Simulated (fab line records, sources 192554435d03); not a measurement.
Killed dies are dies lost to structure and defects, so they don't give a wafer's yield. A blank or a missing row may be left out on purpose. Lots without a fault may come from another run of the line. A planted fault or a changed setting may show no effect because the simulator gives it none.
fab line records | flow n5_finfet
record lots=7 wafers=39
route steps=1938 shown PMOS_HMC_CHANNEL_EPI@78 DUMMY_GATE@228 GATE_CUT@469
start_h: hours from the record's first day to the start of the lot's first wafer shown | wait_h: hours since the lot's step before | " the same as in the row above | L1.1+2: a row that stands for several wafers | - no value, or no start given | * or withheld: withheld | < > ~ a bound
route shown NAME@n: a module of which the file shows steps, and the number in the route of the first | usual: mean/standard deviation of fault-free wafers | same: alike in all rows | chamber/n: place in a boat | sites: the reading at each site | _std_site: their standard deviation | _edge_site: outer sites' mean less inner sites' | radius_mm: how far each site lies from the wafer's centre | mask NAME#n: copy n | behind: the tool/chamber that last shaped the wafer | hold: why the lot was held/for how many hours/how that ended | device: the transistor (n, p or np) that didn't switch | end of line: the same wafers' tests at the end of the route | a step without rows: its recipe alone | killed: dies lost to structure and defects at the first sort, not the wafer's yield | map: a wafer's dies, x killed, . not, _ none there
set.NAME: the setting as run; set.NAME@STEP: as run at that earlier step | model.NAME: the simulator's own value behind a step, which no gauge read
lots whose settings were changed on purpose; a table a step, a row a wafer
## steps
# step N5_PMOS_HMC_CHANNEL_EPI_EPI_20
# recipe material=SiGe30 mask_material=SiO2 pressure_torr=20 target_thk_a=590 temp_c=600
# columns lot.wafer tool chamber start_h wait_h set.temp_c model.SiGe30_of_PMOS_HMC_CHANNEL_EPI_EPI_20.thk_nm
L074.1 epi_rpcvd-02 0 18.09 0.0 600 59.22
L074.2 " 0 " " 596.9 55.93
L074.3 " 0 " " 596.9 56.35
L074.4 " 0 " " 600 59.87
L074.5 " 0 " " 600 58.92
L074.6 " 0 " " 596.9 55.99
L079.1 epi_rpcvd-03 0 48.90 0.0 600 59.45
L079.2 " 0 " " 600 58.97
L079.3 " 0 " " 600 59.24
L086.1 epi_rpcvd-03 0 89.92 0.0 595.7 56.12
L086.2 " 0 " " 595.7 55.49
L086.3 " 0 " " 595.7 55.8
L086.4 " 0 " " 600 59.72
L086.5 " 0 " " 600 60.61
L086.6 " 0 " " 600 59.84
L090.1 epi_rpcvd-03 0 114.95 0.0 603.9 62.75
L090.2 " 0 " " 603.9 62.81
L090.3 " 0 " " 600 59.12
L090.4 " 0 " " 603.9 62.91
L090.5 " 0 " " 600 58.63
L090.6 " 0 " " 600 58.85
L094.1 epi_rpcvd-02 0 138.15 0.0 600 59.66
L094.2 " 0 " " 600 58.87
L094.3 " 0 " " 600 59.04
L094.4 " 0 " " 600 60.06
L094.5 " 0 " " 600 59.67
L094.6 " 0 " " 600 58.37
L095.1 epi_rpcvd-03 0 145.08 0.0 606.3 65.87
L095.2 " 0 " " 606.3 66.62
L095.3 " 0 " " 600 58.89
L095.4 " 0 " " 606.3 66.39
L095.5 " 0 " " 600 59.51
L095.6 " 0 " " 600 59.1
L097.1 epi_rpcvd-02 0 156.12 0.0 600 59.47
L097.2 " 0 " " 600 58.91
L097.3 " 0 " " 600 58.86
L097.4 " 0 " " 605.4 64.54
L097.5 " 0 " " 605.4 64.32
L097.6 " 0 " " 605.4 65.1
# step N5_DUMMY_GATE_EXPOSE_12
# recipe mask_id=GATE na=0.33 source_shape=annular sigma_inner=0.2 sigma_outer=0.6 polarization=unpolarized target_cd_nm=25 dose_mj=34
# columns lot.wafer tool chamber start_h wait_h mask set.dose_mj
L074.1+3+5 euv_scanner-02 0 46.59 - GATE#0 36
L074.2+4+6 " 0 " " GATE#0 34
L079.1+2+3 euv_scanner-02 0 75.65 - GATE#0 34
L086.1+2+4 euv_scanner-01 0 122.00 - GATE#0 34
L086.3+5+6 " 0 " " GATE#0 31.96
L090.1+4+5 euv_scanner-01 0 142.07 - GATE#0 32.34
L090.2+3+6 " 0 " " GATE#0 34
L094.1+2+5 euv_scanner-02 0 164.77 - GATE#0 34
L094.3+4+6 " 0 " " GATE#0 31.77
L095.1+2+5 euv_scanner-01 0 173.24 - GATE#0 31.35
L095.3+4+6 " 0 " " GATE#0 34
L097.1+4+6 euv_scanner-02 0 183.03 - GATE#0 34
L097.2+3+5 " 0 " " GATE#0 31.55
# step N5_DUMMY_GATE_PEB_13
# recipe peb_temp_c=100 peb_time_s=60 resist=CAR-EUV
# step N5_DUMMY_GATE_DEVELOP_14
# recipe develop_time_s=30 developer=TMAH resist=CAR-EUV rinse_liquid=surfactant_rinse dry=air_spin dev_temp_c=23
# step N5_DUMMY_GATE_CD_MEAS_15
# recipe target_cd_nm=25.8 landing_energy_ev=500 detector=se_inlens
# usual cd_nm=25.00/0.28
# columns lot.wafer tool chamber start_h wait_h set.dose_mj@DUMMY_GATE_EXPOSE_12 cd_nm
L074.1 cd_sem-03 0 46.72 - 36 23.57
L074.2 " 0 " " 34 24.85
L074.3 " 0 " " 36 23.98
L074.4 " 0 " " 34 24.99
L074.5 " 0 " " 36 23.66
L074.6 " 0 " " 34 24.89
L079.1 cd_sem-03 0 75.78 - 34 24.89
L079.2 " 0 " " 34 24.70
L079.3 " 0 " " 34 24.96
L086.1 cd_sem-01 0 122.13 - 34 25.16
L086.2 " 0 " " 34 25.00
L086.3 " 0 " " 31.96 26.26
L086.4 " 0 " " 34 25.07
L086.5 " 0 " " 31.96 26.16
L086.6 " 0 " " 31.96 26.06
L090.1 cd_sem-02 0 142.20 - 32.34 25.46
L090.2 " 0 " " 34 25.35
L090.3 " 0 " " 34 24.65
L090.4 " 0 " " 32.34 25.55
L090.5 " 0 " " 32.34 26.08
L090.6 " 0 " " 34 24.99
L094.1 cd_sem-02 0 164.90 - 34 25.32
L094.2 " 0 " " 34 24.97
L094.3 " 0 " " 31.77 26.52
L094.4 " 0 " " 31.77 26.27
L094.5 " 0 " " 34 25.04
L094.6 " 0 " " 31.77 26.31
L095.1 cd_sem-01 0 173.36 - 31.35 26.60
L095.2 " 0 " " 31.35 26.48
L095.3 " 0 " " 34 24.84
L095.4 " 0 " " 34 24.79
L095.5 " 0 " " 31.35 26.29
L095.6 " 0 " " 34 24.76
L097.1 cd_sem-02 0 183.16 - 34 24.95
L097.2 " 0 " " 31.55 26.74
L097.3 " 0 " " 31.55 26.66
L097.4 " 0 " " 34 24.79
L097.5 " 0 " " 31.55 26.54
L097.6 " 0 " " 34 25.10
# step N5_DUMMY_GATE_ETCH_37
# recipe chemistry=N2/H2 target=SOC target_depth_a=600 overetch_a=300 temp_c=40 ion_energy_ev=200 pressure_mtorr=30 source_w=840 bias_w=150 n2_flow_sccm=200 h2_flow_sccm=200
# usual rf_vpp_V=525.1/2.5
# columns lot.wafer tool chamber start_h wait_h set.source_w rf_vpp_V
L074.1 rie_diel-05 2 47.00 0.0 692.8 561.5
L074.2 " 1 " " 840 526.8
L074.3 " 0 " " 692.8 562.1
L074.4 " 3 " " 692.8 556.3
L074.5 " 1 " " 840 526.5
L074.6 " 0 " " 840 525.9
L079.1 rie_diel-05 3 76.06 0.0 840 522.8
L079.2 " 2 " " 840 526.4
L079.3 " 1 " " 840 528.8
L086.1 rie_diel-03 2 122.41 0.0 748.9 546.0
L086.2 " 1 " " 840 525.3
L086.3 " 3 " " 840 526.3
L086.4 " 0 " " 748.9 547.0
L086.5 " 2 " " 748.9 546.6
L086.6 " 1 " " 840 527.2
L090.1 rie_diel-06 0 142.48 0.0 840 526.1
L090.2 " 2 " " 748.2 541.8
L090.3 " 3 " " 748.2 540.2
L090.4 " 1 " " 748.2 547.1
L090.5 " 1 " " 840 526.4
L090.6 " 2 " " 840 520.9
L094.1 rie_diel-05 3 165.19 0.0 791.1 535.2
L094.2 " 1 " " 840 527.9
L094.3 " 2 " " 840 524.6
L094.4 " 0 " " 791.1 536.9
L094.5 " 1 " " 840 526.9
L094.6 " 2 " " 791.1 537.5
L095.1 rie_diel-05 3 173.65 0.0 935.3 502.9
L095.2 " 1 " " 840 527.3
L095.3 " 2 " " 935.3 506.9
L095.4 " 0 " " 840 527.4
L095.5 " 2 " " 840 526.4
L095.6 " 3 " " 935.3 504.3
L097.1 rie_diel-05 2 183.44 0.0 840 524.8
L097.2 " 1 " " 840 526.7
L097.3 " 3 " " 840 522.0
L097.4 " 0 " " 840 527.4
L097.5 " 2 " " 840 527.0
L097.6 " 3 " " 840 522.4
# step N5_DUMMY_GATE_ETCH_31
# recipe chemistry=C4F6/O2 target=SiO2 mask_material=SOC target_depth_a=825 time_s=27.5 ion_energy_ev=250 pressure_mtorr=30 source_w=345 bias_w=185 Ar_flow_sccm=300 C4F6_flow_sccm=10 O2_flow_sccm=10
# columns lot.wafer tool chamber start_h wait_h set.target_depth_a model.etch.depth_nm model.SOC_of_DUMMY_GATE_COAT_34.thk_nm
L074.1 rie_diel-03 1 47.46 0.1 760.2 75.58 52.4
L074.2 " 0 " " 825 83.06 51.8
L074.3 " 2 " " 825 81.91 51.4
L074.4 " 3 " " 760.2 74.94 52.4
L074.5 " 0 " " 825 82.49 51.6
L074.6 " 3 " " 760.2 75.84 52.2
L079.1 rie_diel-03 1 76.58 0.1 825 82.18 51.8
L079.2 " 3 " " 825 80.86 51.8
L079.3 " 2 " " 825 80.84 51.6
L086.1 rie_diel-05 3 122.72 0.1 825 82.64 52
L086.2 " 0 " " 867.1 88.88 51.4
L086.3 " 1 " " 867.1 84.65 51.8
L086.4 " 2 " " 867.1 85.81 51.8
L086.5 " 0 " " 825 85.53 51.6
L086.6 " 3 " " 825 82.62 51.8
L090.1 rie_diel-06 0 142.75 0.0 825 81.12 51.6
L090.2 " 1 " " 905 88.87 50.8
L090.3 " 3 " " 825 81.39 51.4
L090.4 " 2 " " 825 82.2 51.6
L090.5 " 0 " " 905 88.53 50.8
L090.6 " 1 " " 905 89.32 50.8
L094.1 rie_diel-03 2 165.46 0.0 825 81.2 51.8
L094.2 " 3 " " 825 82 51.8
L094.3 " 0 " " 729.1 72.66 53
L094.4 " 2 " " 729.1 71.31 52.8
L094.5 " 0 " " 729.1 72.1 53
L094.6 " 3 " " 825 82.02 51.8
L095.1 rie_diel-05 2 173.93 0.0 784.8 76.77 52.4
L095.2 " 0 " " 825 84.04 51.8
L095.3 " 1 " " 825 79.62 52.2
L095.4 " 3 " " 784.8 77.43 52.2
L095.5 " 2 " " 784.8 77.16 52.4
L095.6 " 1 " " 825 79.1 52.2
L097.1 rie_diel-05 1 183.71 0.0 720.8 69.74 53.4
L097.2 " 0 " " 825 84.38 52.2
L097.3 " 3 " " 825 81.85 52
L097.4 " 2 " " 720.8 71.64 53.2
L097.5 " 0 " " 720.8 73.96 53
L097.6 " 1 " " 825 80.78 52.2
# step N5_GATE_CUT_ETCH_58
# recipe chemistry=CH3F/O2 target=SiNx target_depth_a=170 time_s=128.6 ion_energy_ev=50 pressure_mtorr=30 source_w=415 bias_w=21 Ar_flow_sccm=150 CH3F_flow_sccm=30 O2_flow_sccm=20
# columns lot.wafer tool chamber start_h wait_h set.target_depth_a model.etch.depth_nm
L074.1 rie_diel-03 2 80.09 0.1 190.9 18.79
L074.2 " 1 " " 190.9 19.09
L074.3 " 0 " " 170 16.9
L074.4 " 3 " " 170 16.63
L074.5 " 3 " " 190.9 18.92
L074.6 " 2 " " 170 16.65
L079.1 rie_diel-03 3 111.63 0.0 170 16.65
L079.2 " 2 " " 170 16.64
L079.3 " 1 " " 170 17.03
L086.1 rie_diel-06 2 156.47 0.0 149.2 15.04
L086.2 " 0 " " 149.2 14.8
L086.3 " 1 " " 170 17
L086.4 " 3 " " 149.2 14.91
L086.5 " 0 " " 170 16.8
L086.6 " 1 " " 170 16.95
L090.1 rie_diel-03 3 177.75 0.0 148.5 14.63
L090.2 " 2 " " 170 16.48
L090.3 " 1 " " 148.5 14.8
L090.4 " 0 " " 170 16.94
L090.5 " 1 " " 148.5 14.86
L090.6 " 2 " " 170 16.64
L094.1 rie_diel-03 2 200.21 0.0 187.1 18.18
L094.2 " 0 " " 187.1 18.57
L094.3 " 3 " " 170 16.58
L094.4 " 1 " " 170 16.81
L094.5 " 0 " " 187.1 18.68
L094.6 " 1 " " 170 17.1
L095.1 rie_diel-06 2 207.59 0.3 170 17.19
L095.2 " 0 " " 170 16.9
L095.3 " 1 " " 170 16.89
L095.4 " 3 " " 170 16.98
L095.5 " 2 " " 170 17.31
L095.6 " 1 " " 170 17.06
L097.1 rie_diel-03 0 219.26 0.1 152.8 15.17
L097.2 " 2 " " 170 16.37
L097.3 " 3 " " 170 16.56
L097.4 " 1 " " 170 16.88
L097.5 " 3 " " 152.8 14.83
L097.6 " 2 " " 152.8 14.62
## key
split step=N5_PMOS_HMC_CHANNEL_EPI_EPI_20 setting=temp_c stated=600 by=wafer
response step=N5_PMOS_HMC_CHANNEL_EPI_EPI_20 reading=model.SiGe30_of_PMOS_HMC_CHANNEL_EPI_EPI_20.thk_nm change=+6.35 per=1% r=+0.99
split step=N5_DUMMY_GATE_EXPOSE_12 setting=dose_mj stated=34 by=wafer
response step=N5_DUMMY_GATE_CD_MEAS_15 reading=cd_nm change=-0.201 per=1% r=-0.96
split step=N5_DUMMY_GATE_ETCH_37 setting=source_w stated=840 by=wafer
response step=N5_DUMMY_GATE_ETCH_37 reading=rf_vpp_V change=-1.87 per=1% r=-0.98
split step=N5_DUMMY_GATE_ETCH_31 setting=target_depth_a stated=825 by=wafer
response step=N5_DUMMY_GATE_ETCH_31 reading=model.etch.depth_nm change=+0.811 per=1% r=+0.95
response step=N5_DUMMY_GATE_ETCH_31 reading=model.SOC_of_DUMMY_GATE_COAT_34.thk_nm change=-0.083 per=1% r=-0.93
split step=N5_GATE_CUT_ETCH_58 setting=target_depth_a stated=170 by=wafer
response step=N5_GATE_CUT_ETCH_58 reading=model.etch.depth_nm change=+0.165 per=1% r=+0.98
